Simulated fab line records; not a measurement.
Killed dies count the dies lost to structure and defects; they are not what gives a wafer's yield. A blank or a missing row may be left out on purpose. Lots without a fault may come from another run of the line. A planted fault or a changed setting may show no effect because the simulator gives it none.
A struck lot beside a sound one    flow nand harc    24 steps out of a route of 1302
Sound: wafers L103.1, L103.3, L103.6. Struck: wafer L120.4 (left out: L120.5, L120.6 of the same lot, which were not struck); the cause appears at the end.
At each step with rows: each side's tool, then ch and its chambers, then its first start. Under that, the readings that differ: sound wafers    struck wafers    difference of the means    sigmas: that difference in standard deviations of wafers without a fault.
alike: readings with means less than 2 such deviations apart, plus words and numbers identical on both sides. not compared: withheld readings, readings lacking a value on some wafer, bounds such as >300 that could conceal the same value, and numbers that have no deviation in the record and whose values overlap.
Wherever a step has rows on one side only, a row that says differs or no value, or a row with sigmas, the two part there. Non-overlapping numbers with no deviation appear without sigmas and do not part them. A reading missing from all wafers of one side parts the sides only when that side holds two or more wafers.

NHARC_P_M0_INSPECT_27:
  sound on defect inspect-01 at day 6 23:38; struck on defect inspect-02 at day 14 01:17
  alike: raw defect count
NHARC_P_M0_PRE_CLEAN_31: time 12 s.
  sound on pecvd-02 ch 0,1, day 6 23:43; struck on pecvd-04 ch 0, day 14 01:23
  alike: heater power w
NHARC_P_M0_DEP_32: deposits SiCN, target thk 30 nm.
  sound on pecvd-02 ch 0,1, day 6 23:50; struck on pecvd-04 ch 0, day 14 01:33
  alike: heater power w
then, 8 steps without rows for these wafers: NHARC_P_M1_DEP_00 (deposits SiOC, target thk 182.5 nm); NHARC_P_M1_DEHYDRATE_01 (time 120 s); NHARC_P_M1_HMDS_02 (time 30 s); NHARC_P_M1_COAT_34 (time 65 s); NHARC_P_M1_COAT_03 (resist thk 90 nm); NHARC_P_M1_SOFTBAKE_04 (time 55 s); NHARC_P_M1_EBR_05; NHARC_P_M1_EXPOSE_06 (exposes mask P M1, target cd 130 nm).
NHARC_P_M1_PEB_07: peb time 65 s.
  sound on litho track-01 ch 0, day 7 00:50; struck on litho track-01 ch 0, day 14 02:35
reading                   sound              struck  difference  sigmas
heater power total W (W)  157.1 157.0 157.0  173.5   +16.5       +39
then, 1 step without rows for these wafers: NHARC_P_M1_DEVELOP_08 (develop time 35 s).
NHARC_P_M1_CD_MEAS_09: target cd 130 nm.
  sound on cd sem-03 ch 0, day 7 00:55; struck on cd sem-03 ch 0, day 14 02:40
reading     sound              struck  difference  sigmas
cd nm (nm)  129.6 129.6 129.2  123.2   -6.3        -11
NHARC_P_M1_OVL_MEAS_10: pitch 260 nm.
  sound on overlay-02 at day 7 00:59; struck on overlay-02 at day 14 02:45
  alike: overlay x nm, overlay y nm
NHARC_P_M1_INSPECT_11:
  sound on defect inspect-01 at day 7 01:02; struck on defect inspect-01 at day 14 02:47
  alike: raw defect count
NHARC_P_M1_DESCUM_14: chemistry O2, time 3 s.
  sound on rie diel-05 ch 1,3, day 7 01:06; struck on rie diel-09 ch 3, day 14 02:52
reading                sound              struck  difference  sigmas
model.P_M1.cd nm (nm)  129.3 130.6 129.1  122.7   -7.0        
  alike: drypump motor current A, oes product au, rf vpp V, showerhead plenum p Torr, throttle valve pct
  not compared: rf hours counter h
NHARC_P_M1_ETCH_35: etches the open film in N2/H2, target depth 40 nm, overetch 12 nm, time 43.94 s.
  sound on rie diel-05 ch 1,2,3, day 7 01:11; struck on rie diel-09 ch 0, day 14 02:56
  alike: bias w, drypump motor current A, h2 flow sccm, oes product au, rf vpp V, showerhead plenum p Torr, throttle valve pct
  not compared: rf hours counter h
NHARC_P_M1_ETCH_15: etches the open film in C4F8/Ar, target depth 182.5 nm, time 91.2 s.
  sound: rie diel-05 ch 0,1,2; struck: rie diel-09 ch 1
  alike: bias w, oes product au, rf vpp V
  not compared: rf hours counter h
NHARC_P_M1_CD_MEAS_16:
  sound on cd sem-03 at day 7 01:24; struck on cd sem-03 at day 14 03:10
reading     sound              struck  difference  sigmas
cd nm (nm)  128.4 130.3 129.7  123.1   -6.4        -8
NHARC_P_M1_STRIP_18: strips in N2/H2.
  sound on rie diel-08 ch 0,1,3, day 7 01:28; struck on rie diel-05 ch 2, day 14 03:19
  alike: drypump motor current A, h2 flow sccm, oes product au, rf vpp V, showerhead plenum p Torr, throttle valve pct
  not compared: rf hours counter h
NHARC_P_M1_ETCH_28: etches the open film in CF4/N2, target depth 30 nm, time 72.99 s.
  sound: rie diel-08 ch 0,2; struck: rie diel-05 ch 0
reading                          sound              struck  difference  sigmas
rf vpp V (V)                     317.4 317.6 317.4  312.0   -5.5        -3
showerhead plenum p Torr (Torr)  2.77 2.75 2.75     2.55    -0.21       -3
model.P_M1.cd nm (nm)            129.5 129.8 129.7  123.5   -6.2        
  alike: bias w, drypump motor current A, oes product au, throttle valve pct
  not compared: rf hours counter h
then, 1 step without rows for these wafers: NHARC_P_M1_STRIP_19 (strips in post etch residue remover, time 600 s).
-- break in the record here, with 18 days between the starts of the struck wafers on either side (left off in module P_M1, picked up again in module END, where the first step shown is number 1302 on the route) --
NHARC_END_SORT_01:
  the record has rows for the struck wafers here (prober-01 ch 0, day 32 11:44) and none for the sound ones

## WHERE THEY PART
Earliest at NHARC_P_M1_PEB_07; latest, in this record, at NHARC_END_SORT_01.

WHY: whatever the simulator had introduced
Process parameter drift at NHARC_P_M1_PEB_07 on litho track-01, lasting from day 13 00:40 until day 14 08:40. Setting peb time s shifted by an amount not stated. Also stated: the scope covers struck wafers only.
